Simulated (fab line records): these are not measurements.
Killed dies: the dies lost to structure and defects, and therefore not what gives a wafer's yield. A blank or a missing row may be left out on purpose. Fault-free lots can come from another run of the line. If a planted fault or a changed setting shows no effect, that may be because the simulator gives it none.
Chamber matching | flow nandHarc | pecvd-03 running NHARC_P_M2_PRE_CLEAN_32: 3 sister chambers
The step time 12 s. 16 wafers are shown with their chamber, then 8 later ones without.

== EACH WAFER AND ITS CHAMBER ==
wafer  | chamber | heaterPowerW (W)
L074.3 | 2       | 463
L074.5 | 0       | 622
L074.6 | 2       | 493
L079.2 | 2       | 492
L079.3 | 0       | 738
L079.5 | 2       | 490
L082.4 | 1       | 674
L082.5 | 2       | 524
L082.6 | 0       | 708
L083.3 | 1       | 617
L083.5 | 0       | 762
L083.6 | 2       | 483
L087.1 | 0       | 759
L087.3 | 1       | 669
L087.4 | 2       | 510
L089.2 | 0       | 714

SIGNATURES, as means of the wafers listed above
reading      | chamber 0 | chamber 1 | chamber 2 | scatter within a chamber
heaterPowerW | 717.17    | 653.33    | 493.57    | 36.8
Rule: distance of a wafer from a chamber = root of the sum over the readings of ((wafer's reading minus chamber's mean) / reading's scatter) squared. The wafer belongs to the nearest chamber; if the next one is less than 2 further off, it can't be placed. The scatter is the square root of a quotient: the sum, over the shown wafers, of each reading's squared deviation from its chamber's mean, divided by wafers minus chambers.

== WAFERS WHOSE CHAMBER IS MISSING ==
wafer  | heaterPowerW (W)
L089.3 | 683
L089.6 | 686
L090.3 | 684
L090.5 | 665
L090.6 | 687
L096.1 | 734
L096.4 | 655
L096.5 | 506

== WHICH CHAMBER EACH WENT THROUGH ==
wafer  | from the rows above     | in truth
L089.3 | can't be placed: 1 or 0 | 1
L089.6 | can't be placed: 0 or 1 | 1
L090.3 | can't be placed: 1 or 0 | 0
L090.5 | can't be placed: 1 or 0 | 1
L090.6 | can't be placed: 0 or 1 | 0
L096.1 | can't be placed: 0 or 1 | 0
L096.4 | can't be placed: 1 or 0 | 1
L096.5 | 2                       | 2
1 of 8 placed correctly. Not placeable from these rows: 7 (in 7, the candidates include the true chamber). Number placed wrongly: 0.
